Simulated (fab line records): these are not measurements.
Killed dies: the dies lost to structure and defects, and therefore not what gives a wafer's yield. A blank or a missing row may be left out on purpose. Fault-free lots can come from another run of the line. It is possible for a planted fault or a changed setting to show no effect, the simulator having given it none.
Which tool was responsible?	flow nand_harc	36 wafers from 12 lots sampled at 5 of the route's 1159 steps

== WHAT THE GAUGES READ, wafer by wafer ==
NHARC_END_SORT_01.
lot	measured	on	killed_at_array	killed_at_other	killed_at_periphery	killed_dies	killed_open	killed_short
L773	day 19 11:17	prober-01	39 27 25	0 0 1	3 0 0	42 27 26	5 1 2	5 2 1
L772	day 19 03:37	prober-02	19 17 12	0 3 0	3 7 9	22 27 21	0 2 1	5 3 1
L775	day 19 23:46	prober-02	18 15 18	0 0 0	3 1 5	21 16 23	1 0 3	2 0 3
L777	day 19 15:57	prober-02	20 16 17	1 1 1	2 1 4	23 18 22	6 2 7	1 2 3
L774	day 20 03:02	prober-01	31 22 30	0 1 0	3 8 4	34 31 34	2 6 3	4 1 2
L776	day 19 19:08	prober-01	22 25 27	3 1 1	5 1 5	30 27 33	2 1 6	5 2 4
L781	day 20 22:08	prober-02	50 36 28	3 1 2	5 3 3	58 40 33	7 4 1	1 0 3
L780	day 21 17:50	prober-01	23 24 21	1 0 0	5 7 1	29 31 22	4 6 3	3 2 1
L782	day 21 18:38	prober-02	29 23 23	1 1 0	3 3 2	33 27 25	4 2 4	3 1 1
L785	day 22 10:40	prober-01	107 21 110	0 0 0	3 1 1	110 22 111	6 3 3	2 3 0
L786	day 23 14:02	prober-02	24 22 27	2 2 5	1 1 1	27 25 33	3 0 4	5 2 5
L793	day 24 23:00	prober-02	39 43 38	0 1 1	5 6 3	44 50 42	2 4 1	1 1 0

== WHICH TOOL RAN EACH LOT (tool, then ch and the chambers of the sampled wafers, then the start) ==
lot	NHARC_A_CHANNEL_FILL_D1_ETCHBACK_19	NHARC_THIN_TSV_DESCUM_35	NHARC_THIN_TSV_ETCH_59	NHARC_THIN_TSV_STRIP_56
L773	rie_si-04 ch 1,2,3, day 9 23:23	rie_diel-11 ch 0,1,3, day 19 01:57	rie_metal-01 ch 0,1, day 19 02:04	plasma_asher-01 ch 0,1, day 19 02:26
L772	rie_si-03 ch 0,1,2, day 9 23:24	rie_diel-11 ch 0,1,2, day 18 19:37	rie_metal-03 ch 0,1, day 18 19:44	plasma_asher-01 ch 0,1, day 18 20:06
L775	rie_si-04 ch 0,2,3, day 10 03:47	rie_diel-04 ch 2,3, day 19 08:27	rie_metal-01 ch 0, day 19 08:35	plasma_asher-01 ch 0,1, day 19 08:56
L777	rie_si-04 ch 2,3, day 10 08:24	rie_diel-04 ch 1,3, day 19 07:10	rie_metal-02 ch 0,1, day 19 07:17	plasma_asher-02 ch 0,1, day 19 07:38
L774	rie_si-03 ch 0,1,3, day 10 08:25	rie_diel-04 ch 0,1, day 19 13:45	rie_metal-01 ch 0, day 19 13:54	plasma_asher-01 ch 0,1, day 19 14:14
L776	rie_si-02 ch 0,1, day 10 13:34	rie_diel-07 ch 2,3, day 19 09:29	rie_metal-02 ch 0,1, day 19 09:37	plasma_asher-02 ch 0,1, day 19 09:58
L781	rie_si-02 ch 0,1,2, day 11 16:37	rie_diel-11 ch 1,2,3, day 20 12:02	rie_metal-03 ch 0,1, day 20 12:12	plasma_asher-02 ch 0,1, day 20 12:34
L780	rie_si-02 ch 1,2,3, day 11 22:16	rie_diel-04 ch 0,2,3, day 21 07:40	rie_metal-01 ch 0,1, day 21 07:47	plasma_asher-01 ch 0,1, day 21 08:08
L782	rie_si-04 ch 0,2,3, day 12 02:44	rie_diel-07 ch 0,1,2, day 21 08:35	rie_metal-03 ch 0,1, day 21 08:45	plasma_asher-02 ch 0,1, day 21 09:04
L785	rie_si-02 ch 0,1, day 12 23:23	rie_diel-07 ch 2,3, day 21 23:40	rie_metal-02 ch 0,1, day 21 23:55	plasma_asher-02 ch 0,1, day 22 00:15
L786	rie_si-03 ch 0,1,3, day 13 10:14	rie_diel-07 ch 0,2,3, day 23 05:14	rie_metal-01 ch 0,1, day 23 05:22	plasma_asher-01 ch 0,1, day 23 05:44
L793	rie_si-04 ch 0,1,3, day 14 18:41	rie_diel-04 ch 0,1,3, day 24 07:10	rie_metal-01 ch 0,1, day 24 07:17	plasma_asher-02 ch 0,1, day 24 07:39
- NHARC_A_CHANNEL_FILL_D1_ETCHBACK_19: etches the open film in HBr/Cl2, target depth 5 nm, time 1.7 s.
- NHARC_THIN_TSV_DESCUM_35: chemistry O2, time 3 s.
- NHARC_THIN_TSV_ETCH_59: etches the open film in Cl2/BCl3, target depth 880 nm, time 138.1 s.
- NHARC_THIN_TSV_STRIP_56: strips in O2.

== WHAT THE TOOLS THEMSELVES READ (means of the sampled wafers that have a number; where no wafer has one, the mark that the record gives instead) ==
NHARC_A_CHANNEL_FILL_D1_ETCHBACK_19.
lot	tool	drypump_motor_current_A (A)	hbr_flow_sccm (sccm)	oes_product_au (a.u.)	throttle_valve_pct (%)
L773	rie_si-04	5.6	149.9	1.006	26.407
L772	rie_si-03	5.7	149.8	0.998	26.407
L775	rie_si-04	5.6	150.0	1.004	26.403
L777	rie_si-04	5.8	150.1	1.016	26.407
L774	rie_si-03	6.0	150.2	1.001	26.417
L776	rie_si-02	5.7	149.5	0.989	26.411
L781	rie_si-02	5.5	149.6	1.000	26.407
L780	rie_si-02	5.5	150.0	1.005	26.409
L782	rie_si-04	5.6	149.9	1.010	26.406
L785	rie_si-02	5.6	149.5	0.992	26.412
L786	rie_si-03	6.0	150.1	1.002	26.400
L793	rie_si-04	5.5	150.6	1.014	26.400

NHARC_THIN_TSV_DESCUM_35.
lot	tool	drypump_motor_current_A (A)	o2_flow_sccm (sccm)	oes_product_au (a.u.)	rf_vpp_V (V)	showerhead_plenum_p_Torr (Torr)	throttle_valve_pct (%)
L773	rie_diel-11	5.9	200.1	0.989	57.4	1.89	11.310
L772	rie_diel-11	5.9	199.8	0.996	58.3	1.93	11.313
L775	rie_diel-04	5.9	199.9	0.988	57.2	1.82	11.307
L777	rie_diel-04	5.6	199.6	1.003	57.7	1.95	11.309
L774	rie_diel-04	5.6	199.4	1.002	57.7	1.89	11.320
L776	rie_diel-07	6.1	200.0	1.005	57.6	1.86	11.311
L781	rie_diel-11	6.1	200.4	0.994	57.2	1.88	11.318
L780	rie_diel-04	5.8	199.7	1.006	56.7	1.82	11.315
L782	rie_diel-07	5.5	199.7	1.002	57.6	1.98	11.314
L785	rie_diel-07	5.6	200.2	1.004	58.2	1.95	11.311
L786	rie_diel-07	5.8	200.2	0.999	58.5	1.95	11.317
L793	rie_diel-04	5.6	199.3	0.999	58.3	1.89	11.314

NHARC_THIN_TSV_ETCH_59.
lot	tool	drypump_motor_current_A (A)	oes_product_au (a.u.)	throttle_valve_pct (%)
L773	rie_metal-01	6.0	1.017	22.269
L772	rie_metal-03	5.7	0.998	22.267
L775	rie_metal-01	6.0	1.013	22.268
L777	rie_metal-02	5.0	0.997	22.268
L774	rie_metal-01	6.0	1.019	22.255
L776	rie_metal-02	5.0	1.001	22.257
L781	rie_metal-03	5.7	0.996	22.267
L780	rie_metal-01	6.0	1.011	22.260
L782	rie_metal-03	5.7	0.994	22.255
L785	rie_metal-02	5.2	0.993	22.262
L786	rie_metal-01	6.0	1.002	22.262
L793	rie_metal-01	6.0	1.003	22.269

NHARC_THIN_TSV_STRIP_56.
lot	tool	drypump_motor_current_A (A)	heater_power_w (W)
L773	plasma_asher-01	5.37	378
L772	plasma_asher-01	5.39	372
L775	plasma_asher-01	5.28	377
L777	plasma_asher-02	5.90	310
L774	plasma_asher-01	5.30	368
L776	plasma_asher-02	5.88	311
L781	plasma_asher-02	5.86	306
L780	plasma_asher-01	5.39	367
L782	plasma_asher-02	5.89	314
L785	plasma_asher-02	5.88	317
L786	plasma_asher-01	5.39	373
L793	plasma_asher-02	5.87	296

== THE ANSWER, worked out from the rows above alone ==
Rule: what is usual is taken from the lots themselves. The widest of any qualifying gaps counts: lots, ordered by their means at a reading, are off when they make up no more than a third of the lots, leave a main group of 4 or more, and stand apart from it by 3 or more times the standard deviation of that group's means. Not used: any main group whose means are identical at the precision the tables above print for the reading. A lot without any number at a reading at which 4 lots or more have one is off too. Where the step has rows for the other lots, those lots are counted as sound. The gauges are gone through in route order, then the tools' own readings, and for those a lot's mean is taken as printed above. The first step at which some lot is off is used, and at that step the reading that is off furthest; a lot without a number counts as furthest.
Off at NHARC_END_SORT_01 (killed_at_array): L785. Main group: mean 26, sd 7.6.
If a tool, at a process step before that reading, ran all the lots that are off and no sound lot after the first of them, it fits. Not tried: the gauges at NHARC_END_SORT_01; whatever is off there is also off at NHARC_THIN_TSV_ETCH_59, on other tools, and gauge error can't account for it. 2 tools fit, rie_si-02 at NHARC_A_CHANNEL_FILL_D1_ETCHBACK_19 and rie_metal-02 at NHARC_THIN_TSV_ETCH_59, so this cannot tell which one it is.

== WHAT WAS PUT IN BY THE SIMULATOR ==
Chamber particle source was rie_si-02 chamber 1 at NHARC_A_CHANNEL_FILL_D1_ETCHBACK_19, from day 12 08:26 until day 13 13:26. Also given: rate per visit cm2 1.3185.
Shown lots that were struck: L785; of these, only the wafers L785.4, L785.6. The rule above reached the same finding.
